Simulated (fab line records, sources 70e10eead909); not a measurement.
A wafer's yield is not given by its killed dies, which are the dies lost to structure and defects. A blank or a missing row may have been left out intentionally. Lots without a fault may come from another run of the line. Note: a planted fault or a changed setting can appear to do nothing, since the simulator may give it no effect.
Which tool was responsible? ; flow nand_harc ; 6 lots, 18 wafers sampled, at 3 steps of a route of 1159

## WHAT THE GAUGES READ, wafer by wafer
NHARC_A_ONON_D1_THK_MEAS_18: measures by ellipsometry.
lot;measured;on;thk_nm (nm)
L513;day 8 12:29;film_metro-01;997 997 998
L519;day 9 11:27;film_metro-02;1001 1002 1003
L523;day 11 05:59;film_metro-01;833 833 830
L527;day 11 22:08;film_metro-01;1016 1017 1016
L528;day 12 01:34;film_metro-01;1022 1022 1020
L535;day 13 18:43;film_metro-02;990 987 989

## TOOL THAT RAN EACH LOT (tool first, then ch and the chambers of the sampled wafers, then the start)
lot;NHARC_P_BONDPAD_CMP_19;NHARC_A_ONON_D1_DEP_16
L513;cmp-04 ch 0,2,3, day 7 02:20;pecvd_onon-03 ch 0, day 8 11:59
L519;cmp-02 ch 0,3, day 8 03:24;pecvd_onon-04 ch 0, day 9 10:59
L523;cmp-04 ch 1,2,3, day 9 19:11;pecvd_onon-03 ch 0, day 11 05:38
L527;cmp-03 ch 2,3, day 10 11:43;pecvd_onon-02 ch 0, day 11 21:37
L528;cmp-03 ch 0,2,3, day 10 16:35;pecvd_onon-04 ch 0, day 12 01:11
L535;cmp-02 ch 1,2,3, day 12 03:44;pecvd_onon-02 ch 0, day 13 18:12
- NHARC_P_BONDPAD_CMP_19: polishes, t overpolish 30 s, cu recess touch 16 s, target thk 160.81 nm.
- NHARC_A_ONON_D1_DEP_16: target thk 1000 nm.

## THE ANSWER, worked out from the rows above alone
Rule: what is usual is taken from the lots themselves. The widest of any qualifying gaps counts: lots, ordered by their means at a reading, are off when they make up no more than a third of the lots, leave a main group of 4 or more, and stand apart from it by 3 or more times the standard deviation of that group's means. If all means in a main group match to the digits the tables above print for the reading, that group is not used. A lot without any number at a reading at which 4 lots or more have one is off too. Any other lot the step has rows for is counted as sound.
Off, at NHARC_A_ONON_D1_THK_MEAS_18 on thk_nm: L523. For the main group the mean is 1005 nm and the standard deviation 12.
If a tool, at a process step before that reading, ran all the lots that are off and no sound lot after the first of them, it fits. The gauges at NHARC_A_ONON_D1_THK_MEAS_18 are tried like those tools. This does not decide it: 2 tools fit, namely cmp-04 at NHARC_P_BONDPAD_CMP_19 and pecvd_onon-03 at NHARC_A_ONON_D1_DEP_16.

## WHAT HAD BEEN PUT IN BY THE SIMULATOR
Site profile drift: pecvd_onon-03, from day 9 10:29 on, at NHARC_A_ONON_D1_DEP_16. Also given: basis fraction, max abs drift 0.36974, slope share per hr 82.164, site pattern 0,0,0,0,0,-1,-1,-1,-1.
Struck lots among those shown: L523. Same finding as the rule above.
